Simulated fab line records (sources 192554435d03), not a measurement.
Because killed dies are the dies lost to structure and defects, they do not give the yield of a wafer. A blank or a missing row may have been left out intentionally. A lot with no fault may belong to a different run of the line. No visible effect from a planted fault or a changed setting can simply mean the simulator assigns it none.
The tool behind it: which one? :: flow n5_finfet :: 10 lots with 30 wafers sampled at 5 steps, on a route of 1938 steps

== WHAT THE GAUGES SHOWED, per wafer ==
N5_BEOL_M4_RC_MEAS_101.
lot: L737
measured: day 11 20:04
on: prober-01
DIBL_N (mV/V): 39.1 38.2 36.7

lot: L740
measured: day 12 13:42
on: prober-02
DIBL_N (mV/V): 35.9 31.9 35.3

lot: L744
measured: day 13 15:51
on: prober-01
DIBL_N (mV/V): 33.8 34.2 34.2

lot: L741
measured: day 13 23:03
on: prober-02
DIBL_N (mV/V): 37.8 42.2 36.9

lot: L746
measured: day 13 09:17
on: prober-02
DIBL_N (mV/V): 34.9 35.4 34.2

lot: L745
measured: day 14 05:34
on: prober-02
DIBL_N (mV/V): 35.8 35.1 37.7

lot: L752
measured: day 15 19:40
on: prober-02
DIBL_N (mV/V): 36.0 34.3 38.8

lot: L754
measured: day 15 22:50
on: prober-02
DIBL_N (mV/V): 37.6 39.2 36.5

lot: L753
measured: day 17 04:29
on: prober-01
DIBL_N (mV/V): 35.1 36.6 35.3

lot: L755
measured: day 17 04:50
on: prober-02
DIBL_N (mV/V): 40.9 40.3 39.2

== WHICH TOOL RAN EACH LOT (tool, then ch and the chambers of the sampled wafers, then the start) ==
lot: L737
N5_BEOL_M2_PRE_CLEAN_45: pvd_sputter-03, day 8 15:56
N5_BEOL_M2_SPUTTER_48: pvd_sputter-02, day 8 16:38
N5_BEOL_M2_SPUTTER_81: pvd_sputter-02, day 8 17:04
N5_BEOL_M2_ANNEAL_91: pvd_sputter-02, day 8 17:49

lot: L740
N5_BEOL_M2_PRE_CLEAN_45: pvd_sputter-02, day 9 18:54
N5_BEOL_M2_SPUTTER_48: pvd_sputter-01, day 9 20:32
N5_BEOL_M2_SPUTTER_81: pvd_sputter-01, day 9 20:58
N5_BEOL_M2_ANNEAL_91: pvd_sputter-01, day 9 21:43

lot: L744
N5_BEOL_M2_PRE_CLEAN_45: pvd_sputter-02, day 9 23:06
N5_BEOL_M2_SPUTTER_48: pvd_sputter-01, day 10 01:31
N5_BEOL_M2_SPUTTER_81: pvd_sputter-01, day 10 01:57
N5_BEOL_M2_ANNEAL_91: pvd_sputter-01, day 10 02:41

lot: L741
N5_BEOL_M2_PRE_CLEAN_45: pvd_sputter-02, day 10 02:34
N5_BEOL_M2_SPUTTER_48: pvd_sputter-01, day 10 03:21
N5_BEOL_M2_SPUTTER_81: pvd_sputter-01, day 10 03:47
N5_BEOL_M2_ANNEAL_91: pvd_sputter-01, day 10 04:32

lot: L746
N5_BEOL_M2_PRE_CLEAN_45: pvd_sputter-02, day 10 05:08
N5_BEOL_M2_SPUTTER_48: pvd_sputter-02, day 10 05:49
N5_BEOL_M2_SPUTTER_81: pvd_sputter-02, day 10 06:16
N5_BEOL_M2_ANNEAL_91: pvd_sputter-02, day 10 07:00

lot: L745
N5_BEOL_M2_PRE_CLEAN_45: pvd_sputter-01, day 11 10:44
N5_BEOL_M2_SPUTTER_48: pvd_sputter-02, day 11 13:02
N5_BEOL_M2_SPUTTER_81: pvd_sputter-02, day 11 13:29
N5_BEOL_M2_ANNEAL_91: pvd_sputter-02, day 11 14:13

lot: L752
N5_BEOL_M2_PRE_CLEAN_45: pvd_sputter-01, day 13 01:56
N5_BEOL_M2_SPUTTER_48: pvd_sputter-02, day 13 02:34
N5_BEOL_M2_SPUTTER_81: pvd_sputter-02, day 13 03:00
N5_BEOL_M2_ANNEAL_91: pvd_sputter-02, day 13 03:44

lot: L754
N5_BEOL_M2_PRE_CLEAN_45: pvd_sputter-02, day 13 12:41
N5_BEOL_M2_SPUTTER_48: pvd_sputter-02, day 13 14:50
N5_BEOL_M2_SPUTTER_81: pvd_sputter-02, day 13 15:18
N5_BEOL_M2_ANNEAL_91: pvd_sputter-02, day 13 16:07

lot: L753
N5_BEOL_M2_PRE_CLEAN_45: pvd_sputter-03, day 13 16:37
N5_BEOL_M2_SPUTTER_48: pvd_sputter-02, day 13 17:18
N5_BEOL_M2_SPUTTER_81: pvd_sputter-02, day 13 17:46
N5_BEOL_M2_ANNEAL_91: pvd_sputter-02, day 13 18:33

lot: L755
N5_BEOL_M2_PRE_CLEAN_45: pvd_sputter-02, day 14 05:49
N5_BEOL_M2_SPUTTER_48: pvd_sputter-02, day 14 06:29
N5_BEOL_M2_SPUTTER_81: pvd_sputter-02, day 14 06:56
N5_BEOL_M2_ANNEAL_91: pvd_sputter-02, day 14 07:40
- N5_BEOL_M2_PRE_CLEAN_45: time 30 s.
- N5_BEOL_M2_SPUTTER_48: material Cu, target thk 4.5 nm, time 8.29 s.
- N5_BEOL_M2_SPUTTER_81: material Cu, target thk 4.5 nm, time 8.29 s.
- N5_BEOL_M2_ANNEAL_91: time 240 s.

== THE ANSWER, worked out from the rows above alone ==
Rule: usual is defined by the lots themselves. The widest of any qualifying gaps counts: lots, ordered by their means at a reading, are off when they make up no more than a third of the lots, leave a main group of 4 or more, and stand apart from it by 3 or more times the standard deviation of that group's means. A main group whose means are all the same, to the digits that the tables above print for the reading, isn't used. Also off: a lot with no number at a reading for which 4 or more lots have one. Where the step has rows for the other lots, those lots are counted as sound.
Across all readings shown, no lot is off: no conclusion can be drawn from this.

== WHAT THE SIMULATOR PUT IN ==
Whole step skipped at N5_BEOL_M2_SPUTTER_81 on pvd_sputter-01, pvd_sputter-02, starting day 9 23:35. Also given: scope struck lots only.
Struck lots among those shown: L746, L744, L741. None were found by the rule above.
